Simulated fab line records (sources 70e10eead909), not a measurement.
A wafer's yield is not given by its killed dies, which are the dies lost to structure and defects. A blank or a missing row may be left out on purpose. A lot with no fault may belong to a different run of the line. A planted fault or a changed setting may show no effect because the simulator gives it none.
fab line records | flow nandHarc
record: lots: 14 | wafers: 41 | lastDay: 25
route steps=1159 shown P_BONDPAD@377 A_ONON_D1@431
lots with no fault: from the same line, run without faults
startH: hours from the record's first day to the start of the lot's first wafer shown | waitH: hours from the lot's prior step to this one | " the same as in the row above | L1.1+2: a row that stands for several wafers | - value missing, or start not given | * or withheld: withheld | < > ~ a bound
route shown NAME@n: names a module that has steps shown in the file, with the first one's number in the route | usual: mean/standard deviation of fault-free wafers | same: alike in all rows | chamber/n: place in a boat | sites: the reading at each site | _std_site: how widely they spread, as a standard deviation | _edge_site: outer sites' mean less inner sites' | radiusMm: how far each site lies from the wafer's centre | mask NAME#n: copy n | behind: tool/chamber where the wafer was last shaped | hold: reason for holding the lot/hours on hold/outcome of the hold | device: transistor that didn't switch, given as n, p or np | end of line: tests run on the same wafers once the route is complete | where a step has no rows: the recipe by itself | killed: count of dies lost to structure and defects at first sort (not the wafer's yield) | map: dies across one wafer; x = killed, . = not, _ = none there
set.NAME: the run value of the setting; set.NAME@STEP: its run value at that earlier step | model.NAME: the simulator's own value behind a step, which no gauge read
a sample of lots followed through the steps of the route, with each step as a table and each wafer as a row
services: the hour from which a tool's chamber was out of use, counted from the record's first day as startH (under 0 if before that day), plus the number of hours and why
== steps ==
step: NHARC_P_BONDPAD_PVD_27
recipe: targetThkA: 300 | chamberPressurePa: 5 | powerW: 5000 | substrateTempC: 30 | timeS: 20.49 | material: Cu
usual: throttleValvePct: 30.3/1.1
lot.wafer | tool          | chamber | startH | waitH | throttleValvePct
L873.2    | pvdSputter-03 | -       | -      | -     | 29.2
L873.1    | "             | -       | "      | "     | 29.4
L873.3    | "             | -       | "      | "     | 31.1
L875.1    | pvdSputter-03 | -       | -      | -     | 29.3
L875.3    | "             | -       | "      | "     | 31.7
L875.6    | "             | -       | "      | "     | 29.3
L874.1    | pvdSputter-01 | -       | -      | -     | 30.8
L874.4    | "             | -       | "      | "     | 30.3
L874.6    | "             | -       | "      | "     | 31.8
L877.2    | pvdSputter-01 | -       | -      | -     | 30.8
L877.1    | "             | -       | "      | "     | 30.1
L877.6    | "             | -       | "      | "     | 31.9
L880.3    | pvdSputter-01 | -       | -      | -     | 29.1
L880.1    | "             | -       | "      | "     | 30.7
L880.5    | "             | -       | "      | "     | 30.5
L878.3    | pvdSputter-02 | -       | -      | -     | 30.0
L878.1    | "             | -       | "      | "     | 30.4
L878.4    | "             | -       | "      | "     | 28.0
L884.3    | pvdSputter-03 | -       | -      | -     | 29.5
L884.4    | "             | -       | "      | "     | 31.7
L884.6    | "             | -       | "      | "     | 29.0
L883.4    | pvdSputter-01 | -       | -      | -     | 29.2
L883.1    | "             | -       | "      | "     | 32.2
L883.3    | "             | -       | "      | "     | 30.7
L887.3    | pvdSputter-03 | -       | -      | -     | 31.7
L887.5    | "             | -       | "      | "     | 31.5
L887.6    | "             | -       | "      | "     | 29.1
L885.4    | pvdSputter-01 | -       | -      | -     | 30.6
L885.6    | "             | -       | "      | "     | 31.0
L885.5    | "             | -       | "      | "     | 32.4
L889.4    | pvdSputter-01 | -       | -      | -     | 30.7
L889.3    | "             | -       | "      | "     | 29.0
L889.2    | "             | -       | "      | "     | 32.0
L891.2    | pvdSputter-02 | -       | -      | -     | 30.2
L891.3    | "             | -       | "      | "     | 30.6
L891.6    | "             | -       | "      | "     | 30.1
L892.2    | pvdSputter-01 | -       | -      | -     | 31.0
L892.3    | "             | -       | "      | "     | 32.2
L895.2    | pvdSputter-01 | -       | -      | -     | 29.1
L895.1    | "             | -       | "      | "     | 30.7
L895.5    | "             | -       | "      | "     | 30.7
step: NHARC_A_ONON_D1_THK_MEAS_11
recipe: thkMeasGauge: ellipsometry
usual: thkNm: 1000/8.8
lot.wafer | tool         | chamber | startH | waitH | thkNm
L873.1    | filmMetro-02 | -       | 168.77 | -     | 999
L873.2    | "            | -       | "      | "     | 998
L873.3    | "            | -       | "      | "     | 997
L875.1    | filmMetro-02 | -       | 168.82 | -     | 1002
L875.3    | "            | -       | "      | "     | 1002
L875.6    | "            | -       | "      | "     | 1001
L874.1    | filmMetro-02 | -       | 174.54 | -     | 992
L874.4    | "            | -       | "      | "     | 993
L874.6    | "            | -       | "      | "     | 992
L877.1    | filmMetro-02 | -       | 180.98 | -     | 1003
L877.2    | "            | -       | "      | "     | 1002
L877.6    | "            | -       | "      | "     | 1002
L878.1    | filmMetro-02 | -       | 203.20 | -     | 1004
L878.3    | "            | -       | "      | "     | 1003
L878.4    | "            | -       | "      | "     | 1003
L880.1    | filmMetro-02 | -       | 203.41 | -     | 1008
L880.3    | "            | -       | "      | "     | 1008
L880.5    | "            | -       | "      | "     | 1008
L887.3    | filmMetro-02 | -       | 236.36 | -     | 1003
L887.5    | "            | -       | "      | "     | 1003
L887.6    | "            | -       | "      | "     | 1003
L884.3    | filmMetro-02 | -       | 236.37 | -     | 992
L884.4    | "            | -       | "      | "     | 991
L884.6    | "            | -       | "      | "     | 991
L883.1    | filmMetro-02 | -       | 236.52 | -     | 1021
L883.3    | "            | -       | "      | "     | 1023
L883.4    | "            | -       | "      | "     | 1022
L885.4    | filmMetro-01 | -       | 236.73 | -     | 1016
L885.5    | "            | -       | "      | "     | 1014
L885.6    | "            | -       | "      | "     | 1018
L889.2    | filmMetro-01 | -       | 259.64 | -     | 1006
L889.3    | "            | -       | "      | "     | 1008
L889.4    | "            | -       | "      | "     | 1007
L891.2    | filmMetro-01 | -       | 268.41 | -     | 998
L891.3    | "            | -       | "      | "     | 998
L891.6    | "            | -       | "      | "     | 998
L892.2    | filmMetro-01 | -       | 268.44 | -     | 994
L892.3    | "            | -       | "      | "     | 992
L895.1    | filmMetro-01 | -       | 296.34 | -     | 1007
L895.2    | "            | -       | "      | "     | 1007
L895.5    | "            | -       | "      | "     | 1007
step: NHARC_A_ONON_D1_DEP_28
recipe: targetThkA: 10000 | n2FlowSccm: 2750 | n2oFlowSccm: 2000 | nh3FlowSccm: 500 | sih4FlowSccm: 210 | tempC: 400
usual: susceptorTempC: 399.96/0.19
lot.wafer | tool         | chamber | startH | waitH | susceptorTempC
L873.1    | pecvdOnon-01 | 0       | 179.55 | 0.2   | 400.29
L873.2    | "            | 0       | "      | "     | 399.89
L873.3    | "            | 0       | "      | "     | 399.92
L875.1    | pecvdOnon-03 | 0       | 179.56 | 0.2   | 400.01
L875.3    | "            | 0       | "      | "     | 400.11
L875.6    | "            | 0       | "      | "     | 399.96
L874.1    | pecvdOnon-01 | 0       | 186.65 | 0.1   | 399.79
L874.4    | "            | 0       | "      | "     | 399.39
L874.6    | "            | 0       | "      | "     | 399.96
L877.1    | pecvdOnon-01 | 0       | 190.42 | 0.1   | 399.75
L877.2    | "            | 0       | "      | "     | 400.11
L877.6    | "            | 0       | "      | "     | 399.72
L880.1    | pecvdOnon-04 | 0       | 213.48 | 0.1   | 399.96
L880.3    | "            | 0       | "      | "     | 399.79
L880.5    | "            | 0       | "      | "     | 399.95
L878.1    | pecvdOnon-01 | 0       | 213.63 | 0.1   | 399.94
L878.3    | "            | 0       | "      | "     | 399.88
L878.4    | "            | 0       | "      | "     | 400.21
L883.1    | pecvdOnon-03 | 0       | 246.69 | 0.5   | 399.74
L883.3    | "            | 0       | "      | "     | 399.82
L883.4    | "            | 0       | "      | "     | 399.83
L887.3    | pecvdOnon-01 | 0       | 246.83 | 0.3   | 400.02
L887.5    | "            | 0       | "      | "     | 400.04
L887.6    | "            | 0       | "      | "     | 400.18
L884.3    | pecvdOnon-03 | 0       | 247.16 | 0.6   | 400.09
L884.4    | "            | 0       | "      | "     | 400.04
L884.6    | "            | 0       | "      | "     | 400.02
L885.4    | pecvdOnon-01 | 0       | 247.23 | 0.4   | 399.69
L885.5    | "            | 0       | "      | "     | 399.96
L885.6    | "            | 0       | "      | "     | 399.90
L889.2    | pecvdOnon-01 | 0       | 272.82 | 0.1   | 399.82
L889.3    | "            | 0       | "      | "     | 399.89
L889.4    | "            | 0       | "      | "     | 400.07
L892.2    | pecvdOnon-01 | 0       | 280.46 | 0.1   | 400.12
L892.3    | "            | 0       | "      | "     | 399.93
L891.2    | pecvdOnon-03 | 0       | 280.47 | 0.1   | 400.00
L891.3    | "            | 0       | "      | "     | 400.04
L891.6    | "            | 0       | "      | "     | 400.18
L895.1    | pecvdOnon-04 | 0       | 306.67 | 0.1   | 399.52
L895.2    | "            | 0       | "      | "     | 400.03
L895.5    | "            | 0       | "      | "     | 399.91
step: NHARC_A_ONON_D1_THK_MEAS_30
recipe: thkMeasGauge: ellipsometry
usual: thkNm: 1000/9.3
lot.wafer | tool         | chamber | startH | waitH | thkNm
L873.1    | filmMetro-01 | -       | 180.06 | -     | 989
L873.2    | "            | -       | "      | "     | 987
L873.3    | "            | -       | "      | "     | 990
L875.1    | filmMetro-01 | -       | 180.07 | -     | 1011
L875.3    | "            | -       | "      | "     | 1009
L875.6    | "            | -       | "      | "     | 1010
L874.1    | filmMetro-01 | -       | 187.16 | -     | 1010
L874.4    | "            | -       | "      | "     | 1009
L874.6    | "            | -       | "      | "     | 1011
L877.1    | filmMetro-02 | -       | 190.93 | -     | 992
L877.2    | "            | -       | "      | "     | 992
L877.6    | "            | -       | "      | "     | 992
L880.1    | filmMetro-02 | -       | 213.99 | -     | 1000
L880.3    | "            | -       | "      | "     | 1001
L880.5    | "            | -       | "      | "     | 1000
L878.1    | filmMetro-02 | -       | 214.15 | -     | 1000
L878.3    | "            | -       | "      | "     | 1000
L878.4    | "            | -       | "      | "     | 1000
L883.1    | filmMetro-02 | -       | 247.20 | -     | 987
L883.3    | "            | -       | "      | "     | 987
L883.4    | "            | -       | "      | "     | 988
L887.3    | filmMetro-01 | -       | 247.22 | -     | 1011
L887.5    | "            | -       | "      | "     | 1013
L887.6    | "            | -       | "      | "     | 1012
L884.3    | filmMetro-01 | -       | 247.56 | -     | 990
L884.4    | "            | -       | "      | "     | 990
L884.6    | "            | -       | "      | "     | 990
L885.4    | filmMetro-02 | -       | 247.57 | -     | 998
L885.5    | "            | -       | "      | "     | 999
L885.6    | "            | -       | "      | "     | 999
L889.2    | filmMetro-02 | -       | 273.27 | -     | 975
L889.3    | "            | -       | "      | "     | 978
L889.4    | "            | -       | "      | "     | 1010
L891.2    | filmMetro-02 | -       | 280.92 | -     | 992
L891.3    | "            | -       | "      | "     | 990
L891.6    | "            | -       | "      | "     | 991
L892.2    | filmMetro-01 | -       | 280.94 | -     | 969
L892.3    | "            | -       | "      | "     | 969
L895.1    | filmMetro-02 | -       | 307.18 | -     | 999
L895.2    | "            | -       | "      | "     | 1000
L895.5    | "            | -       | "      | "     | 999
step: NHARC_A_ONON_D1_DEP_33
recipe: targetThkA: 2000 | tempC: 400 | pressureTorr: 6.5 | rfW: 900 | teosFlowSccm: 161.4 | flowSccm: 2650 | targetThkNm: 200 | gas: O2 | material: SiO2
usual: heaterPowerW: 584/83 | mfcPrecursorSccm: 161.4/0.46 | susceptorTempC: 400.00/0.21 | throttleValvePct: 16.1/0.37
lot.wafer | tool     | chamber | startH | waitH | heaterPowerW | mfcPrecursorSccm | susceptorTempC | throttleValvePct
L873.1    | pecvd-03 | 2       | 180.11 | 0.1   | 669          | 161.2            | 400.07         | 15.7
L873.2    | "        | 0       | "      | "     | 596          | 162.2            | 399.78         | 16.2
L873.3    | "        | 1       | "      | "     | 529          | 161.7            | 400.38         | 16.0
L875.1    | pecvd-02 | 2       | 180.18 | 0.1   | 539          | 161.6            | 399.43         | 16.5
L875.3    | "        | 0       | "      | "     | 778          | 160.1            | 399.78         | 16.0
L875.6    | "        | 0       | "      | "     | 787          | 161.7            | 399.85         | 16.0
L874.1    | pecvd-02 | 1       | 187.26 | 0.1   | 598          | 162.2            | 400.11         | 16.4
L874.6    | "        | 1       | "      | "     | 608          | 161.1            | 399.90         | 16.0
L874.4    | "        | 2       | "      | "     | 482          | 161.7            | 399.91         | 16.4
L877.1    | pecvd-03 | 0       | 191.04 | 0.1   | 603          | 160.5            | 400.30         | 16.2
L877.2    | "        | 1       | "      | "     | 612          | 162.1            | 400.04         | 16.0
L877.6    | "        | 1       | "      | "     | 648          | 161.0            | 400.10         | 15.9
L880.3    | pecvd-03 | 0       | 214.36 | 0.4   | 619          | 161.3            | 399.97         | 16.1
L880.1    | "        | 1       | "      | "     | 604          | 161.5            | 399.82         | 16.1
L880.5    | "        | 0       | "      | "     | 640          | 161.0            | 400.17         | 16.1
L878.1    | pecvd-03 | 0       | 214.59 | 0.4   | 501          | 160.9            | 400.42         | 16.1
L878.3    | "        | 2       | "      | "     | 631          | 162.2            | 400.11         | 15.8
L878.4    | "        | 0       | "      | "     | 511          | 161.7            | 400.09         | 16.2
L883.3    | pecvd-03 | 2       | 247.68 | 0.5   | 682          | 161.9            | 400.20         | 16.0
L883.1    | "        | 0       | "      | "     | 602          | 161.4            | 399.50         | 16.6
L883.4    | "        | 1       | "      | "     | 650          | 160.6            | 400.10         | 16.3
L887.3    | pecvd-03 | 0       | 248.00 | 0.8   | 622          | 162.7            | 400.20         | 16.6
L887.5    | "        | 0       | "      | "     | 623          | 161.9            | 400.21         | 16.2
L887.6    | "        | 1       | "      | "     | 675          | 161.0            | 400.19         | 16.0
L884.3    | pecvd-03 | 1       | 248.23 | 0.7   | 656          | 160.9            | 400.20         | 16.1
L884.6    | "        | 1       | "      | "     | 505          | 160.9            | 399.70         | 16.4
L884.4    | "        | 2       | "      | "     | 596          | 161.4            | 399.88         | 16.0
L885.6    | pecvd-04 | 2       | 248.45 | 0.9   | 537          | 162.4            | 400.07         | 16.0
L885.4    | "        | 0       | "      | "     | 493          | 161.3            | 400.14         | 16.2
L885.5    | "        | 1       | "      | "     | 511          | 161.4            | 400.10         | 15.2
L889.2    | pecvd-04 | 1       | 273.37 | 0.1   | 508          | 161.0            | 400.26         | 15.1
L889.3    | "        | 2       | "      | "     | 657          | 161.2            | 400.15         | 16.2
L889.4    | "        | 1       | "      | "     | 525          | 161.3            | 399.78         | 15.3
L891.2    | pecvd-04 | 2       | 280.97 | 0.1   | 583          | 160.6            | 400.32         | 16.0
L891.3    | "        | 0       | "      | "     | 408          | 161.5            | 399.81         | 16.0
L891.6    | "        | 2       | "      | "     | 599          | 160.8            | 399.61         | 16.1
L892.2    | pecvd-02 | 1       | 281.00 | 0.1   | 637          | 161.4            | 400.07         | 16.3
L892.3    | "        | 0       | "      | "     | 755          | 161.2            | 400.18         | 16.5
L895.2    | pecvd-03 | 1       | 307.28 | 0.1   | 584          | 160.9            | 399.91         | 16.3
L895.1    | "        | 2       | "      | "     | 678          | 162.0            | 399.83         | 16.0
L895.5    | "        | 1       | "      | "     | 591          | 161.7            | 399.68         | 16.2
== services ==
tool          | chamber | startH | hours | kind
pvdSputter-01 | -       | 115.81 | 1.2   | repair
pecvd-03      | 0       | 123.80 | 10.4  | repair
pecvd-03      | 1       | 124.00 | -     | clean
pecvd-03      | 2       | 124.00 | -     | clean
pecvd-02      | 1       | 134.35 | 24.9  | repair
pvdSputter-03 | -       | 152.33 | 5.0   | repair
pecvd-02      | -       | 153.37 | 13.0  | pm
pecvdOnon-03  | -       | 153.38 | 13.0  | pm
pvdSputter-01 | -       | 158.00 | 10.0  | pm
pecvd-04      | -       | 161.75 | 0.4   | repair
pecvdOnon-01  | -       | 195.00 | 13.0  | pm
pecvd-04      | -       | 195.70 | 13.0  | pm
pvdSputter-02 | -       | 214.02 | 10.0  | pm
pvdSputter-01 | -       | 217.17 | 1.9   | repair
pvdSputter-01 | -       | 227.25 | 0.9   | repair
pecvd-03      | -       | 230.20 | 2.3   | repair
pecvdOnon-04  | -       | 237.00 | 13.0  | pm
pecvd-03      | 2       | 253.54 | 20.1  | repair
pvdSputter-03 | -       | 266.11 | 1.7   | repair
pvdSputter-03 | -       | 280.00 | 10.0  | pm
pecvd-03      | -       | 292.20 | 13.0  | pm
pecvd-03      | 0       | 292.20 | 13.0  | ventCycle
pecvd-03      | 1       | 292.20 | 13.0  | ventCycle
pvdSputter-03 | -       | 292.23 | 4.8   | repair
== key ==
firstSign: step: NHARC_A_ONON_D1_THK_MEAS_30 | reading: thkNm | direction: down | sigmas: 2.9 | usual: 1000 | struck: 973
effect none on later readings
metAt NHARC_A_ONON_D1_DEP_28
struckLots L889,L892
struckWafers L889.2,L889.3,L892.2,L892.3
laterRowsLeftOut L889.2,L889.3,L892.2,L892.3
sortLeftOut L889.2,L889.3,L892.2,L892.3
testerLeftOut L889,L892
notActingAt NHARC_P_BONDPAD_PVD_27,NHARC_A_ONON_D1_THK_MEAS_11,NHARC_A_ONON_D1_DEP_33
onsetBetween 247.23 272.82
fault: kind: processParameterDrift | tool: pecvdOnon-01 | chamber: - | onsetH: 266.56 | steps: NHARC_A_ONON_D1_DEP_28 | channel: targetThkA | offset: * | shape: step | endH: 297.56 | scope: struckWafersOnly | actsIn: * | stated: *
testerLeftOut: of these lots the tester's yield and bins aren't shown, on N5 and GAA mostly nor the transistor test; their killed dies are dies lost to structure and defects alone, not to doping, threshold or leakage, so they don't give the yield
sortLeftOut: the simulated sort isn't trusted on such a fault, so these wafers' sort isn't shown, and their yield isn't known
laterRowsLeftOut: the simulator's readings of these wafers behind a module that went badly wrong aren't trusted and aren't shown, but for the sort
